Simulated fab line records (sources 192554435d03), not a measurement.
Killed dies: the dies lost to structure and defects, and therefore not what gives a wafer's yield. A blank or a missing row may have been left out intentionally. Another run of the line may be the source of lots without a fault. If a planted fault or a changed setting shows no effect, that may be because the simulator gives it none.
Matching of chambers | flow n5_finfet | N5_GATE_CUT_STRIP_59 on rie_diel-02: 4 sister chambers
The step strips in N2/H2, time 20 s. 14 wafers are shown with their chamber, then 7 later ones without.

== EACH WAFER AND ITS CHAMBER ==
wafer  | chamber | drypump_motor_current_A (A) | throttle_valve_pct (%) | oes_product_au (a.u.)
L074.2 | 3       | 6.0                         | 12.22                  | 0.75
L074.5 | 1       | 5.6                         | 12.39                  | 0.77
L074.6 | 0       | 4.8                         | 12.57                  | 0.69
L075.2 | 3       | 5.9                         | 12.22                  | 0.76
L075.3 | 0       | 4.8                         | 12.58                  | 0.69
L075.4 | 2       | 6.1                         | 12.07                  | 0.92
L077.1 | 1       | 5.6                         | 12.42                  | 0.77
L077.2 | 2       | 6.1                         | 12.09                  | 0.90
L077.5 | 2       | 6.1                         | 12.09                  | 0.90
L078.1 | 2       | 6.1                         | 12.09                  | 0.89
L078.3 | 1       | 5.6                         | 12.42                  | 0.76
L078.5 | 1       | 5.6                         | 12.41                  | 0.76
L080.3 | 3       | 5.9                         | 12.27                  | 0.76
L080.5 | 0       | 4.8                         | 12.58                  | 0.68

SIGNATURES (means of the wafers above)
reading                 | chamber 0 | chamber 1 | chamber 2 | chamber 3 | scatter within a chamber
drypump_motor_current_A | 4.800     | 5.600     | 6.100     | 5.933     | 0.0258
throttle_valve_pct      | 12.5767   | 12.4100   | 12.0850   | 12.2367   | 0.0162
oes_product_au          | 0.6867    | 0.7650    | 0.9025    | 0.7567    | 0.00842
Rule: distance of a wafer from a chamber = root of the sum over the readings of ((wafer's reading minus chamber's mean) / reading's scatter) squared. The wafer belongs to the nearest chamber; if the next one is less than 2 further off, it can't be placed. The scatter: take each reading less its chamber's mean, square it, sum over the shown wafers, divide by the number of wafers less the number of chambers, and take the root.

== WAFERS WITH NO CHAMBER GIVEN ==
wafer  | drypump_motor_current_A (A) | throttle_valve_pct (%) | oes_product_au (a.u.)
L080.6 | 6.1                         | 12.08                  | 0.90
L092.1 | 6.1                         | 12.13                  | 0.86
L092.2 | 5.6                         | 12.46                  | 0.74
L092.5 | 4.8                         | 11.99                  | 1.02
L094.1 | 6.1                         | 12.17                  | 0.85
L094.4 | 4.8                         | 12.02                  | 0.96
L094.5 | 5.6                         | 12.50                  | 0.74

== EACH ONE'S CHAMBER ==
wafer  | from the rows above     | in truth
L080.6 | 2                       | 2
L092.1 | 2                       | 2
L092.2 | 1                       | 1
L092.5 | 1                       | 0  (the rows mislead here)
L094.1 | 2                       | 2
L094.4 | can't be placed: 1 or 0 | 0
L094.5 | 1                       | 1
Correctly placed: 5 of 7. Unplaceable from these rows: 1, with the true chamber sitting among the candidates in 1. 1 placed wrongly.
